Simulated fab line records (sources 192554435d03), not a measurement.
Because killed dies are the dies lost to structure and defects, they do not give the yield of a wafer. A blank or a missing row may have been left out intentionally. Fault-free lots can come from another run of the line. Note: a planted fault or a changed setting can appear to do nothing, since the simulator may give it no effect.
Split-lot trial	flow n5_finfet	21 wafers read across 7 lots, on a route 1938 steps long

== ON THE SPLIT ==
At N5_BEOL_M0_SAQP_COAT_08 (resist thk 90 nm), the setting spin_rpm was moved away from the recipe's 1500 rpm on 8 of the 21 wafers read, by -9.2% to +7.5%. For the rest of the wafers, this setting stayed at what the recipe calls for.

== FROM THE SPLIT TO THE READING: what the file shows between them, 4 steps ==
- N5_BEOL_M0_SAQP_EBR_10
- N5_BEOL_M0_SAQP_SOFTBAKE_09: time 60 s
- N5_BEOL_M0_SAQP_EXPOSE_11: exposes mask M0 CORE, target cd 42 nm
- N5_BEOL_M0_SAQP_PEB_12: peb time 60 s

== THE READING ==
CAR-ArF_of_BEOL_M0_SAQP_COAT_08.thk_nm (the simulator's own value, which no gauge read), in nm, at N5_BEOL_M0_SAQP_DEVELOP_13 (develop time 30 s). The file does not state a usual value for it. The 13 wafers here that ran the recipe average 88.2 nm, standard deviation 0.14 nm.

wafer	tool, chamber at the split	spin_rpm as run, rpm	against the recipe	CAR-ArF_of_BEOL_M0_SAQP_COAT_08.thk_nm, nm	against lot-mates on the recipe
L074.1	litho_track-01, 0	1395	-7.0%	92	+3.7
L074.3	litho_track-01, 0	1500	recipe	88.2	-
L074.4	litho_track-01, 0	1500	recipe	88.4	-
L076.1	litho_track-01, 0	1500	recipe	88	-
L076.2	litho_track-01, 0	1500	recipe	88.2	-
L076.5	litho_track-01, 0	1500	recipe	88.2	-
L077.1	litho_track-01, 0	1362	-9.2%	92.8	+4.4
L077.4	litho_track-01, 0	1362	-9.2%	92.8	+4.4
L077.5	litho_track-01, 0	1500	recipe	88.4	-
L079.2	litho_track-03, 0	1558	+3.9%	86.4	-1.8
L079.3	litho_track-03, 0	1500	recipe	88.2	-
L079.6	litho_track-03, 0	1500	recipe	88.2	-
L084.1	litho_track-01, 0	1612	+7.5%	85.4	-3.2
L084.3	litho_track-01, 0	1612	+7.5%	85.6	-3.0
L084.4	litho_track-01, 0	1500	recipe	88.6	-
L090.1	litho_track-02, 0	1372	-8.5%	92.6	+4.4
L090.6	litho_track-02, 0	1372	-8.5%	92.6	+4.4
L090.2	litho_track-02, 0	1500	recipe	88.2	-
L091.1	litho_track-03, 0	1500	recipe	88.2	-
L091.3	litho_track-03, 0	1500	recipe	88.2	-
L091.6	litho_track-03, 0	1500	recipe	88.2	-

FIT RESULTS
A straight line over all 21 wafers: CAR-ArF_of_BEOL_M0_SAQP_COAT_08.thk_nm changes by -0.467 nm for each +1% of spin_rpm; r = -0.99; the points scatter about the line by 0.28 nm.
The same after taking each lot's own level away (the mean of its wafers on the recipe; 21 wafers): -0.475 nm for each +1%; r = -1.00; scatter 0.18 nm.
On that fit, the largest move of spin_rpm shifts the reading by 4.4 nm.
The lots' own levels span 88.13 to 88.60 nm, that is 3.3 times the standard deviation above.
The two slopes agree, so the slope changes little with the lot-to-lot level.
Check: +4.48 nm against its lot-mates is what the line predicts for one of the wafers moved furthest among these (-9.2%) when that wafer is left out of the fit. Against them it came out at +4.4 nm.

== OTHER SPLITS ON THESE WAFERS ==
Before the reading, these wafers also passed through other splits. Each is held against what the fit with the lots' levels taken away leaves over:
other split on the same wafers	wafers away from the commonest value	r with CAR-ArF_of_BEOL_M0_SAQP_COAT_08.thk_nm (lot level and that fit taken away)
N5_MOL_CONTACT_COAG_COAT_76 spin_rpm	7	-0.15
N5_BEOL_M0_SAQP_PECVD_96 time_s	7	+0.44

== THE WHOLE CHAIN: every reading that the file lists as answering this split, in the file's order ==
step	what it does	reading	change (the file's fit)	r (the file's)
N5_BEOL_M0_SAQP_COAT_08	resist thk 90 nm	CAR-ArF_of_BEOL_M0_SAQP_COAT_08.thk_nm (the simulator's own value, which no gauge read)	-0.468 nm for each +1% of the setting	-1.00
N5_BEOL_M0_SAQP_DEVELOP_13	develop time 30 s	CAR-ArF_of_BEOL_M0_SAQP_COAT_08.thk_nm (the simulator's own value, which no gauge read)	-0.484 nm for each +1% of the setting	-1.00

== FILE'S OWN FIT ==
CAR-ArF_of_BEOL_M0_SAQP_COAT_08.thk_nm changes by -0.484 nm for each +1% of spin_rpm, r = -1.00.
